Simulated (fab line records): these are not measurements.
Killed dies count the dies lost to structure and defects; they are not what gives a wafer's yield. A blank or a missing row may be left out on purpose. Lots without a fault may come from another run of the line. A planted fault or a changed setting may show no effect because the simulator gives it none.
Struck lot and sound lot, side by side | flow nand-harc | 15 out of 1159 route steps
Sound: these wafers, L162.2, L162.4, L162.5. The struck wafers were L147.3, L147.4, L147.6. The cause is named last.
Each step with rows lists, per side, the tool, then ch with its chambers, then its first start. Under that, the readings that differ: sound wafers | struck wafers | difference of the means | sigmas: that difference in standard deviations of wafers without a fault.
alike: readings with means less than 2 such deviations apart, plus words and numbers identical on both sides. not compared: withheld readings, readings lacking a value on some wafer, bounds such as >300 that could conceal the same value, and numbers that have no deviation in the record and whose values overlap.
Wherever a step has rows on one side only, a row that says differs or no value, or a row with sigmas, the two part there. When numbers do not overlap yet have no deviation, they are printed without sigmas and do not part them. A reading missing from all wafers of one side parts the sides only when that side holds two or more wafers.

NHARC_A_CONTACT_ETCH_138: etches the open film in C4F8/O2/Ar, time 132 s, target depth 1289 nm.
  sound on har-cap-etch-02 ch 1, day 20 20:46; struck on har-cap-etch-01 ch 0,1, day 17 02:08
  not compared: rf-hours-counter-h
then, 1 step without rows for these wafers: NHARC_A_CONTACT_ETCH_139 (etches the open film in C4F8/O2/Ar, time 137 s, target depth 590 nm).
NHARC_A_CONTACT_ETCH_92: etches the open film in CH3F/O2, target depth 40 nm, time 85.7 s.
  sound on rie-diel-02 ch 0,3, day 20 21:19; struck on rie-diel-02 ch 0,1,2, day 17 02:37
  alike: bias-w, drypump-motor-current-A, oes-product-au, rf-vpp-V, showerhead-plenum-p-Torr, throttle-valve-pct
  not compared: rf-hours-counter-h
NHARC_A_CONTACT_ETCH_98: etches the open film in C4F6/O2, target depth 20 nm, time 10 s.
  sound on rie-diel-02 ch 0,3, day 20 21:28; struck on rie-diel-02 ch 0,1,3
  alike: bias-w, drypump-motor-current-A, oes-product-au, rf-vpp-V, showerhead-plenum-p-Torr, throttle-valve-pct
  not compared: rf-hours-counter-h
NHARC_A_CONTACT_CD_MEAS_15:
  sound on cd-sem-02, day 20 21:33; struck on cd-sem-01, day 17 02:50
  alike: cd-nm
then, 4 steps without rows for these wafers: NHARC_A_CONTACT_STRIP_107 (strips in N2/H2); NHARC_A_CONTACT_STRIP_108 (strips in CF4/CHF3); NHARC_A_CONTACT_STRIP_109 (strips in O2/COS); NHARC_A_CONTACT_ETCH_110 (etches the open film in CF4/O2, target depth 50 nm, overetch 5 nm, time 27.5 s).
NHARC_A_CONTACT_STRIP_26: strips in O2.
  sound: rie-diel-02 ch 0,1,3; struck: rie-diel-02 ch 0,2,3
  alike: drypump-motor-current-A, oes-product-au, rf-vpp-V, showerhead-plenum-p-Torr, throttle-valve-pct
  not compared: rf-hours-counter-h
then, 1 step without rows for these wafers: NHARC_A_CONTACT_STRIP_27 (strips in post etch residue remover, time 600 s).
NHARC_A_CONTACT_ALD_18: deposits TiN, target thk 3 nm, pulse time 1 s, ald cycles 150.
  sound on ald-metal-04 ch 0,3, day 20 22:43; struck on ald-metal-03 ch 1,3, day 17 03:47
  alike: heater-power-w, precursor-pulse-height-rel
NHARC_A_CONTACT_CVD_19: deposits W, target thk 300 nm, time 802 s.
  sound on cvd-w-02 ch 0,1, day 21 02:05; struck on cvd-w-02 ch 0,1, day 17 12:19
  alike: heater-power-w, throttle-valve-pct
NHARC_A_CONTACT_CMP_20: polishes, t overpolish 30 s, target thk 300 nm.
  sound on cmp-03 ch 2,3, day 21 02:52; struck on cmp-03 ch 0,2, day 17 13:04
  reading                | sound    | struck      | difference | sigmas
  time-to-endpoint-s (s) | 67 64 64 | 127 121 125 | +59        | +19
  alike: motor-current-A, overpolish-run-s, retaining-ring-pressure-frac, slurry-filter-dp-kPa, slurry-flow-ml-min
-- jump in the record: it breaks off in module A_CONTACT and resumes in module END (first step shown: number 1159 of the route), and 2 days separate the struck wafers' starts before and after --
NHARC_END_SORT_01:
  here the record holds rows for the struck wafers (prober-02 ch 0, day 19 23:56) but none for the sound ones

== WHERE THEY PART ==
First at NHARC_A_CONTACT_CMP_20; last, within this record, at NHARC_END_SORT_01.

WHY: the cause the simulator had injected
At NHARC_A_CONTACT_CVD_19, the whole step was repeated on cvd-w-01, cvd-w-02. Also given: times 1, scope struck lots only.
